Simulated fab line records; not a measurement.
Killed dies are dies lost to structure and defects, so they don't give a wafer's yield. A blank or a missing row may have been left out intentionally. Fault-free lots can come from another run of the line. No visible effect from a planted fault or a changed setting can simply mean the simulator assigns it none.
Split-lot study || flow n5Finfet || 7 lots, 21 wafers read, on a route of 1938 steps

ABOUT THE SPLIT
At N5_BEOL_M4_COAT_05 (resist thk 30 nm), the setting spinRpm was moved away from the recipe's 1500 rpm on 6 of the 21 wafers read, by -10.5% to +4.3%. All remaining wafers had this setting at the recipe value.

FROM THE SPLIT TO THE READING: what the file shows between them, 6 steps
- N5_BEOL_M4_EBR_07
- N5_BEOL_M4_SOFTBAKE_06: time 60 s
- N5_BEOL_M4_EXPOSE_08: exposes mask M4
- N5_BEOL_M4_PEB_09: peb time 60 s
- N5_BEOL_M4_DEVELOP_10: develop time 30 s
- N5_BEOL_M4_DESCUM_16: chemistry O2, time 7 s

THE READING
CAR-EUV_of_BEOL_M4_COAT_05.thkNm (the simulator's own value, which no gauge read), in nm, at N5_BEOL_M4_ETCH_74 (etches underlayer in N2/H2, target depth 6.5 nm, time 5.2 s). No usual value for it is given in the file. Across the 15 wafers here that went through the recipe, the average is 20.4 nm and the standard deviation 0.19 nm.

{"wafer": "L074.1", "tool, chamber at the split": "lithoTrack-04, 0", "spinRpm as run, rpm": 1500, "against the recipe": "recipe", "CAR-EUV_of_BEOL_M4_COAT_05.thkNm, nm": 20.2, "against lot-mates on the recipe": "-"}
{"wafer": "L074.2", "tool, chamber at the split": "lithoTrack-04, 0", "spinRpm as run, rpm": 1342, "against the recipe": "-10.5%", "CAR-EUV_of_BEOL_M4_COAT_05.thkNm, nm": 22.2, "against lot-mates on the recipe": "+1.8"}
{"wafer": "L074.5", "tool, chamber at the split": "lithoTrack-04, 0", "spinRpm as run, rpm": 1500, "against the recipe": "recipe", "CAR-EUV_of_BEOL_M4_COAT_05.thkNm, nm": 20.6, "against lot-mates on the recipe": "-"}
{"wafer": "L075.1", "tool, chamber at the split": "lithoTrack-02, 0", "spinRpm as run, rpm": 1500, "against the recipe": "recipe", "CAR-EUV_of_BEOL_M4_COAT_05.thkNm, nm": 20.6, "against lot-mates on the recipe": "-"}
{"wafer": "L075.4", "tool, chamber at the split": "lithoTrack-02, 0", "spinRpm as run, rpm": 1500, "against the recipe": "recipe", "CAR-EUV_of_BEOL_M4_COAT_05.thkNm, nm": 20.8, "against lot-mates on the recipe": "-"}
{"wafer": "L075.6", "tool, chamber at the split": "lithoTrack-02, 0", "spinRpm as run, rpm": 1418, "against the recipe": "-5.5%", "CAR-EUV_of_BEOL_M4_COAT_05.thkNm, nm": 21.6, "against lot-mates on the recipe": "+0.9"}
{"wafer": "L079.1", "tool, chamber at the split": "lithoTrack-04, 0", "spinRpm as run, rpm": 1500, "against the recipe": "recipe", "CAR-EUV_of_BEOL_M4_COAT_05.thkNm, nm": 20.2, "against lot-mates on the recipe": "-"}
{"wafer": "L079.4", "tool, chamber at the split": "lithoTrack-04, 0", "spinRpm as run, rpm": 1565, "against the recipe": "+4.3%", "CAR-EUV_of_BEOL_M4_COAT_05.thkNm, nm": 19.8, "against lot-mates on the recipe": -0.5}
{"wafer": "L079.5", "tool, chamber at the split": "lithoTrack-04, 0", "spinRpm as run, rpm": 1500, "against the recipe": "recipe", "CAR-EUV_of_BEOL_M4_COAT_05.thkNm, nm": 20.4, "against lot-mates on the recipe": "-"}
{"wafer": "L081.1", "tool, chamber at the split": "lithoTrack-05, 0", "spinRpm as run, rpm": 1500, "against the recipe": "recipe", "CAR-EUV_of_BEOL_M4_COAT_05.thkNm, nm": 20.2, "against lot-mates on the recipe": "-"}
{"wafer": "L081.3", "tool, chamber at the split": "lithoTrack-05, 0", "spinRpm as run, rpm": 1398, "against the recipe": "-6.8%", "CAR-EUV_of_BEOL_M4_COAT_05.thkNm, nm": 21.6, "against lot-mates on the recipe": "+1.3"}
{"wafer": "L081.5", "tool, chamber at the split": "lithoTrack-05, 0", "spinRpm as run, rpm": 1500, "against the recipe": "recipe", "CAR-EUV_of_BEOL_M4_COAT_05.thkNm, nm": 20.4, "against lot-mates on the recipe": "-"}
{"wafer": "L085.1", "tool, chamber at the split": "lithoTrack-04, 0", "spinRpm as run, rpm": 1500, "against the recipe": "recipe", "CAR-EUV_of_BEOL_M4_COAT_05.thkNm, nm": 20.6, "against lot-mates on the recipe": "-"}
{"wafer": "L085.4", "tool, chamber at the split": "lithoTrack-04, 0", "spinRpm as run, rpm": 1500, "against the recipe": "recipe", "CAR-EUV_of_BEOL_M4_COAT_05.thkNm, nm": 20.4, "against lot-mates on the recipe": "-"}
{"wafer": "L085.6", "tool, chamber at the split": "lithoTrack-04, 0", "spinRpm as run, rpm": 1500, "against the recipe": "recipe", "CAR-EUV_of_BEOL_M4_COAT_05.thkNm, nm": 20.4, "against lot-mates on the recipe": "-"}
{"wafer": "L086.1", "tool, chamber at the split": "lithoTrack-04, 0", "spinRpm as run, rpm": 1500, "against the recipe": "recipe", "CAR-EUV_of_BEOL_M4_COAT_05.thkNm, nm": 20.2, "against lot-mates on the recipe": "-"}
{"wafer": "L086.4", "tool, chamber at the split": "lithoTrack-04, 0", "spinRpm as run, rpm": 1500, "against the recipe": "recipe", "CAR-EUV_of_BEOL_M4_COAT_05.thkNm, nm": 20.2, "against lot-mates on the recipe": "-"}
{"wafer": "L086.6", "tool, chamber at the split": "lithoTrack-04, 0", "spinRpm as run, rpm": 1353, "against the recipe": "-9.8%", "CAR-EUV_of_BEOL_M4_COAT_05.thkNm, nm": 22, "against lot-mates on the recipe": "+1.8"}
{"wafer": "L092.1", "tool, chamber at the split": "lithoTrack-05, 0", "spinRpm as run, rpm": 1500, "against the recipe": "recipe", "CAR-EUV_of_BEOL_M4_COAT_05.thkNm, nm": 20.2, "against lot-mates on the recipe": "-"}
{"wafer": "L092.3", "tool, chamber at the split": "lithoTrack-05, 0", "spinRpm as run, rpm": 1363, "against the recipe": "-9.1%", "CAR-EUV_of_BEOL_M4_COAT_05.thkNm, nm": 22, "against lot-mates on the recipe": "+1.7"}
{"wafer": "L092.5", "tool, chamber at the split": "lithoTrack-05, 0", "spinRpm as run, rpm": 1500, "against the recipe": "recipe", "CAR-EUV_of_BEOL_M4_COAT_05.thkNm, nm": 20.4, "against lot-mates on the recipe": "-"}

THE FIT
A straight line over all 21 wafers: CAR-EUV_of_BEOL_M4_COAT_05.thkNm changes by -0.172 nm for each +1% of spinRpm; r = -0.97; the points scatter about the line by 0.18 nm.
The same after taking each lot's own level away (the mean of its wafers on the recipe; 21 wafers): -0.174 nm for each +1%; r = -0.99; scatter 0.12 nm.
Per that fit: largest spinRpm move, reading shift of 1.8 nm.
From 20.20 to 20.70 nm: that is the span of the lots' own levels, equal to 2.7 times the standard deviation above.
Hence the lot-to-lot level has little effect on the slope; both slopes agree.
Check: for one of the wafers moved furthest among these (-10.5%), held out of the fit, the line's prediction against its lot-mates is +1.88 nm. Against them it came out at +1.8 nm.

FURTHER SPLITS ON THESE WAFERS
These wafers also went through other splits before the reading. Each is held against what the fit with the lots' levels taken away leaves over:
{"other split on the same wafers": "N5_BEOL_M2_COAT_68 spinRpm", "wafers away from the commonest value": 7, "r with CAR-EUV_of_BEOL_M4_COAT_05.thkNm (lot level and that fit taken away)": "+0.10"}
{"other split on the same wafers": "N5_BEOL_M3_COAT_05 spinRpm", "wafers away from the commonest value": 6, "r with CAR-EUV_of_BEOL_M4_COAT_05.thkNm (lot level and that fit taken away)": "+0.10"}
{"other split on the same wafers": "N5_BEOL_M4_COAT_73 spinRpm", "wafers away from the commonest value": 7, "r with CAR-EUV_of_BEOL_M4_COAT_05.thkNm (lot level and that fit taken away)": "+0.11"}

THE WHOLE CHAIN: every reading that the file lists as answering this split, in the file's order
{"step": "N5_BEOL_M4_COAT_05", "what it does": "resist thk 30 nm", "reading": "CAR-EUV_of_BEOL_M4_COAT_05.thkNm (the simulator's own value, which no gauge read)", "change (the file's fit)": "-0.16 nm for each +1% of the setting", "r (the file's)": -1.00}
{"step": "N5_BEOL_M4_DEVELOP_10", "what it does": "develop time 30 s", "reading": "CAR-EUV_of_BEOL_M4_COAT_05.thkNm (the simulator's own value, which no gauge read)", "change (the file's fit)": "-0.165 nm for each +1% of the setting", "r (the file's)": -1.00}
{"step": "N5_BEOL_M4_ETCH_74", "what it does": "etches underlayer in N2/H2, target depth 6.5 nm, time 5.2 s", "reading": "CAR-EUV_of_BEOL_M4_COAT_05.thkNm (the simulator's own value, which no gauge read)", "change (the file's fit)": "-0.177 nm for each +1% of the setting", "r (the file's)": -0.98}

FILE'S OWN FIT
CAR-EUV_of_BEOL_M4_COAT_05.thkNm changes by -0.177 nm for each +1% of spinRpm, r = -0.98.
